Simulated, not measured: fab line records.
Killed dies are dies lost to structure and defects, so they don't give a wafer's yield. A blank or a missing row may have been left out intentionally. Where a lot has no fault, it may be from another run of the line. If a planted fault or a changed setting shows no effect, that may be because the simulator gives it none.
What tool caused it? | flow nand_harc | 12 lots, 36 wafers sampled, at 3 steps of a route of 1159

## WHAT THE GAUGES SHOWED, per wafer
NHARC_A_SGD_CUT_CD_MEAS_09: target cd 100 nm.
lot  | measured     | on        | cd_nm (nm)
L075 | day 14 09:14 | cd_sem-01 | 100.0 100.5 99.9
L078 | day 14 09:32 | cd_sem-02 | 99.7 99.6 99.7
L079 | day 15 03:26 | cd_sem-03 | 99.7 99.7 99.6
L081 | day 15 05:08 | cd_sem-01 | 100.6 100.0 99.4
L084 | day 16 11:23 | cd_sem-03 | 99.7 99.9 99.8
L086 | day 17 10:32 | cd_sem-01 | 100.0 100.4 100.1
L087 | day 17 18:17 | cd_sem-03 | 100.1 100.6 99.9
L091 | day 18 10:50 | cd_sem-01 | 99.8 100.1 99.8
L090 | day 18 09:24 | cd_sem-02 | 99.7 100.0 100.2
L093 | day 18 08:55 | cd_sem-01 | 100.3 99.7 100.2
L094 | day 19 01:05 | cd_sem-03 | 99.6 99.8 100.1
L097 | day 19 05:36 | cd_sem-02 | 100.1 100.6 100.5

## WHICH TOOL RAN EACH LOT (tool, then ch and the chambers of the sampled wafers, then the start)
lot  | NHARC_A_STAIRCASE_STRIP_316                   | NHARC_A_STAIRCASE_ALD_420
L075 | rie_diel-05 ch 1,2, day 12 18:49 or earlier   | ald_hk-04 ch 0,2,3, day 12 18:49
L078 | rie_diel-11 ch 1,2,3, day 12 22:55 or earlier | ald_hk-03 ch 0,1,2, day 12 22:55
L079 | rie_diel-05 ch 1,3, day 13 10:05 or earlier   | ald_hk-03 ch 0,1,2, day 13 10:05
L081 | rie_diel-11 ch 1,2, day 13 14:16 or earlier   | ald_hk-03 ch 0,1, day 13 14:16
L084 | rie_diel-05 ch 0,1, day 14 17:50 or earlier   | ald_hk-02 ch 0,1,2, day 14 17:50
L086 | rie_diel-11 ch 0,1,3, day 15 18:08 or earlier | ald_hk-03 ch 0,1,2, day 15 18:08
L087 | rie_diel-05 ch 2,3, day 15 22:56 or earlier   | ald_hk-03 ch 2,3, day 15 22:56
L091 | rie_diel-05 ch 0,2,3, day 16 15:54 or earlier | ald_hk-03 ch 0,1,2, day 16 15:54
L090 | rie_diel-05 ch 0,3, day 16 20:50 or earlier   | ald_hk-04 ch 1,2,3, day 16 20:50
L093 | rie_diel-05 ch 0,2,3, day 16 23:19 or earlier | ald_hk-03 ch 0,1,3, day 16 23:19
L094 | rie_diel-05 ch 2,3, day 17 07:22 or earlier   | ald_hk-03 ch 0,1,2, day 17 07:22
L097 | rie_diel-04 ch 0,2, day 17 21:25 or earlier   | ald_hk-04 ch 0,1,2, day 17 21:25
- NHARC_A_STAIRCASE_STRIP_316: strips in O2.
- NHARC_A_STAIRCASE_ALD_420: deposits SiO2, target thk 20 nm, pulse time 6 s, ald cycles 200.

## THE ANSWER, worked out from the rows above alone
Rule: the lots themselves supply what counts as usual. Put in order of their means at a reading, lots are off if they are a third of the lots or fewer, leave a main group of 4 or more, and stand apart from it by a gap of 3 or more times the standard deviation of the main group's means; of several such gaps the widest counts. A main group whose means are all the same, to the digits that the tables above print for the reading, isn't used. A lot without any number at a reading at which 4 lots or more have one is off too. Any other lot the step has rows for is counted as sound.
No lot is off at any reading shown: from this, nothing can be told.

## WHAT THE SIMULATOR HAD PUT IN
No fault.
